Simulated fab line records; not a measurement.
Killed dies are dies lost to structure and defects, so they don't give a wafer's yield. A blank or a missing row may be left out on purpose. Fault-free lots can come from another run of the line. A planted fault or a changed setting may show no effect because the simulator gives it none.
What tool caused it? -- flow n5 finfet -- Sampling: 10 lots, 29 wafers, 4 of 1938 route steps

== WHAT THE GAUGES READ, wafer by wafer ==
N5_BEOL_M4_RC_MEAS_101. Usual: DIBL_N 35.9 mV/V, standard deviation 1.4; DIBL_P 35.9 mV/V, standard deviation 1.7; IOFF_N 0.155 nA/um, standard deviation 0.023; IOFF_P 0.201 nA/um, standard deviation 0.029; IOFF_P_85C 3.5 nA/um, standard deviation 0.43; IOFF_P_LIN 0.096 nA/um, standard deviation 0.011; IOFF_P_LONG 0.000103 nA/um, standard deviation 7.6e-06; ION_N 672 uA/um, standard deviation 8.8; ION_P 460 uA/um, standard deviation 7; SS_N 71.6 mV/dec, standard deviation 0.48; SS_P 73.1 mV/dec, standard deviation 0.64; VT_N 250.0 mV, standard deviation 3; VT_N_LVT 98.6 mV, standard deviation 2.6; VT_P -251.6 mV, standard deviation 3; VT_P_LONG -276.5 mV, standard deviation 3.
lot,measured,on,DIBL_N (mV/V),DIBL_P (mV/V),IOFF_N (nA/um),IOFF_P (nA/um),IOFF_P_85C (nA/um),IOFF_P_LIN (nA/um),IOFF_P_LONG (nA/um),ION_N (uA/um),ION_P (uA/um),SS_N (mV/dec),SS_P (mV/dec),VT_N (mV),VT_N_LVT (mV),VT_P (mV),VT_P_LONG (mV),flag
L860,day 8 02:14,prober-02,34.6 38.2 37.1,35.1 38.6 37.4,0.131 0.191 0.174,0.195 0.252 0.229,3.4 4.2 3.9,0.094 0.114 0.105,0.000103 0.000105 0.000105,667 680 672,460 464 459,71.7 72.2 71.7,73.3 74.6 74.0,250.4 245.9 247.3,99.9 95.1 97.7,-252.1 -250.6 -249.8,-274.1 -273.0 -276.4,
L862,day 8 14:56,prober-02,35.3 35.4 36.0,34.0 34.6 36.0,0.146 0.144 0.163,0.207 0.206 0.232,3.6 3.6 4.0,0.102 0.100 0.109,0.000124 0.000118 0.00012,672 670 688,469 462 475,71.8 71.1 72.0,72.6 73.0 73.2,252.7 250.4 248.6,99.1 100.4 98.4,-248.6 -247.5 -247.8,-271.3 -273.7 -272.8,
L863,day 9 02:19,prober-02,36.2 37.7 35.9,35.5 36.6 35.5,0.143 0.163 0.145,0.188 0.202 0.190,3.2 3.5 3.3,0.091 0.095 0.092,0.0001 0.000101 0.0001,669 666 674,458 456 462,71.7 72.1 71.3,72.4 73.5 72.6,251.5 251.0 250.1,100.0 99.2 99.1,-255.1 -252.9 -252.0,-274.9 -278.2 -276.9,
L865,day 8 23:53,prober-01,32.8 35.5 35.6,34.9 37.1 37.1,0.126 0.165 0.161,0.168 0.200 0.208,3.0 3.5 3.7,0.081 0.094 0.097,0.0001 9.8e-05 9.9e-05,663 671 668,453 456 459,71.3 71.5 72.1,73.3 73.6 73.6,254.2 250.1 251.3,102.4 100.9 101.9,-257.0 -254.1 -250.2,-278.8 -277.2 -278.9,
L866,day 9 10:04,prober-01,34.1 35.3 36.0,35.0 36.8 37.7,0.128 0.150 0.161,0.162 0.179 0.186,2.9 3.2 3.4,0.081 0.087 0.089,9.7e-05 9.3e-05 9.3e-05,660 674 676,452 457 460,71.6 71.1 72.0,72.4 73.4 73.6,252.3 249.7 251.4,100.9 98.6 96.8,-254.1 -254.3 -253.0,-279.0 -277.9 -279.3,
L867,day 10 00:45,prober-02,33.8 35.1 34.4,33.6 34.5 34.1,0.126 0.141 0.131,0.147 0.155 0.148,2.7 2.8 2.7,0.075 0.078 0.076,9.8e-05 9.3e-05 9.3e-05,669 669 665,453 443 448,70.9 71.8 70.8,72.7 72.7 72.1,251.1 251.5 252.5,97.4 96.4 97.0,-256.9 -256.8 -256.1,-279.1 -280.2 -278.0,
L870,day 11 03:59,prober-01,34.5 37.0 35.2,35.1 37.8 35.1,0.126 0.169 0.134,0.184 0.221 0.179,3.3 3.8 3.2,0.091 0.102 0.089,0.000101 0.000103 9.8e-05,654 685 661,457 474 460,71.1 71.7 70.8,72.0 73.6 72.5,255.7 249.0 250.9,101.9 98.6 101.5,-250.0 -250.5 -252.3,-278.3 -278.1 -276.8,
L871,day 11 08:32,prober-01,33.6 34.7 33.2,36.2 37.1 35.7,0.151 0.157 0.140,0.208 0.220 0.197,3.6 3.7 3.4,0.102 0.106 0.098,0.000105 0.000105 0.000103,674 673 665,467 465 463,71.8 71.6 71.6,72.9 74.4 73.1,248.0 249.8 250.3,95.8 96.6 97.2,-249.2 -249.0 -251.5,-274.1 -276.4 -277.9,
L872,day 11 05:29,prober-02,36.2 35.2 37.1,34.6 33.5 35.2,0.138 0.123 0.146,0.180 0.166 0.188,3.2 3.0 3.3,0.089 0.082 0.092,0.0001 9.9e-05 0.000104,671 666 672,461 453 462,70.9 70.5 71.4,72.2 72.1 72.7,249.2 253.1 251.4,99.6 100.6 98.8,-253.5 -256.0 -252.9,-273.7 -275.9 -274.8,
L877,day 12 11:29,prober-02,36.4 35.6,35.5 35.2,0.143 0.139,0.189 0.096,3.3 1.9,0.092 0.047,0.000103 6.6e-05,663 666,457 427,72.0 71.2,73.6 72.5,251.3 253.8,100.8 82.7,-252.0 -271.9,-277.5 -295.6,OFF

== WHAT TOOL EACH LOT RAN ON (gives the tool, then ch and the chambers of the sampled wafers, and finally the start) ==
lot,N5_HKMG_FIN_ALD_74,N5_BEOL_M4_ANNEAL_49,N5_BEOL_M4_PRE_CLEAN_60
L860,"ald hk-03 ch 0,1, day 4 03:31","pvd sputter-03, day 7 22:50","cvd co-01 ch 1,2, day 8 01:39"
L862,"ald hk-02 ch 0,1,3, day 4 12:53","pvd sputter-02, day 8 12:10","cvd co-02 ch 1,2, day 8 14:40"
L863,"ald hk-01 ch 0,2,3, day 4 16:07","pvd sputter-02, day 8 23:29","cvd co-01 ch 1,2, day 9 02:02"
L865,"ald hk-01 ch 0,1,2, day 5 08:00","pvd sputter-02, day 8 21:06","cvd co-01 ch 0,1, day 8 23:37"
L866,"ald hk-02 ch 0,3, day 5 12:40","pvd sputter-02, day 9 07:08","cvd co-02 ch 0,1, day 9 09:47"
L867,"ald hk-02 ch 1,2,3, day 5 18:48","pvd sputter-03, day 9 21:58","cvd co-01 ch 0,2, day 10 00:28"
L870,"ald hk-01 ch 0,1,3, day 6 17:58","pvd sputter-02, day 11 01:02","cvd co-02 ch 0,2, day 11 03:33"
L871,"ald hk-01 ch 0,1, day 7 01:04","pvd sputter-01, day 11 05:35","cvd co-02 ch 0,1,2, day 11 08:07"
L872,"ald hk-02 ch 0,1,2, day 7 02:42","pvd sputter-03, day 11 02:23","cvd co-01 ch 0,1,2, day 11 05:13"
L877,"ald hk-02 ch 1,3, day 8 06:43","pvd sputter-03, day 12 08:32","cvd co-02 ch 0, day 12 11:04"
- N5_HKMG_FIN_ALD_74: deposits La2O3, target thk 0.5 nm, pulse time 6 s, co reactant pulse time 1 s.
- N5_BEOL_M4_ANNEAL_49: time 240 s.
- N5_BEOL_M4_PRE_CLEAN_60: time 15 s.

== AS READ BY THE TOOLS THEMSELVES (means over the sampled wafers that have a number; for cases with no such wafer, the mark the record gives instead) ==
N5_HKMG_FIN_ALD_74. Usual: heater power w 352 W, standard deviation 32; precursor pulse height rel 1.003, standard deviation 0.018.
lot,tool,heater power w (W),precursor pulse height rel,flag
L860,ald hk-03,321,1.008,
L862,ald hk-02,366,0.990,
L863,ald hk-01,343,0.997,
L865,ald hk-01,343,0.996,
L866,ald hk-02,409,1.027,
L867,ald hk-02,378,1.014,
L870,ald hk-01,353,0.993,
L871,ald hk-01,340,1.009,
L872,ald hk-02,351,1.006,
L877,ald hk-02,388,1.009,

N5_BEOL_M4_ANNEAL_49. Usual: heater power w reads 796 W (standard deviation 76).
lot,tool,heater power w (W),flag
L860,pvd sputter-03,752,
L862,pvd sputter-02,777,
L863,pvd sputter-02,829,
L865,pvd sputter-02,830,
L866,pvd sputter-02,804,
L867,pvd sputter-03,801,
L870,pvd sputter-02,848,
L871,pvd sputter-01,826,
L872,pvd sputter-03,751,
L877,pvd sputter-03,706,

N5_BEOL_M4_PRE_CLEAN_60. Usual: heater power w reads 90 W (standard deviation 15).
lot,tool,heater power w (W),flag
L860,cvd co-01,84,
L862,cvd co-02,97,
L863,cvd co-01,88,
L865,cvd co-01,102,
L866,cvd co-02,74,
L867,cvd co-01,89,
L870,cvd co-02,77,
L871,cvd co-02,87,
L872,cvd co-01,94,
L877,cvd co-02,64,

== THE ANSWER, worked out from the rows above alone ==
Rule: a lot is off if the mean of its wafers that have a number lies more than 3 standard deviations from the usual mean. Also off: a lot with no number at a reading for which 4 or more lots have one. The other lots that the step has rows for count as sound. The gauges are gone through in route order, then the tools' own readings, and for those a lot's mean is taken as printed above. At the first step where some lot is off, the reading lying furthest off is the one used; lots without a number count as furthest.
Off: L877, seen at N5_BEOL_M4_RC_MEAS_101 (VT_P).
If a tool, at a process step before that reading, ran all the lots that are off and no sound lot after the first of them, it fits. Those tools and the gauges at N5_BEOL_M4_RC_MEAS_101 are tried in the same way. Can't be told from this: 4 tools fit, ald hk-02 at N5_HKMG_FIN_ALD_74, pvd sputter-03 at N5_BEOL_M4_ANNEAL_49, cvd co-02 at N5_BEOL_M4_PRE_CLEAN_60, prober-02 at N5_BEOL_M4_RC_MEAS_101.

== WHAT HAD BEEN PUT IN BY THE SIMULATOR ==
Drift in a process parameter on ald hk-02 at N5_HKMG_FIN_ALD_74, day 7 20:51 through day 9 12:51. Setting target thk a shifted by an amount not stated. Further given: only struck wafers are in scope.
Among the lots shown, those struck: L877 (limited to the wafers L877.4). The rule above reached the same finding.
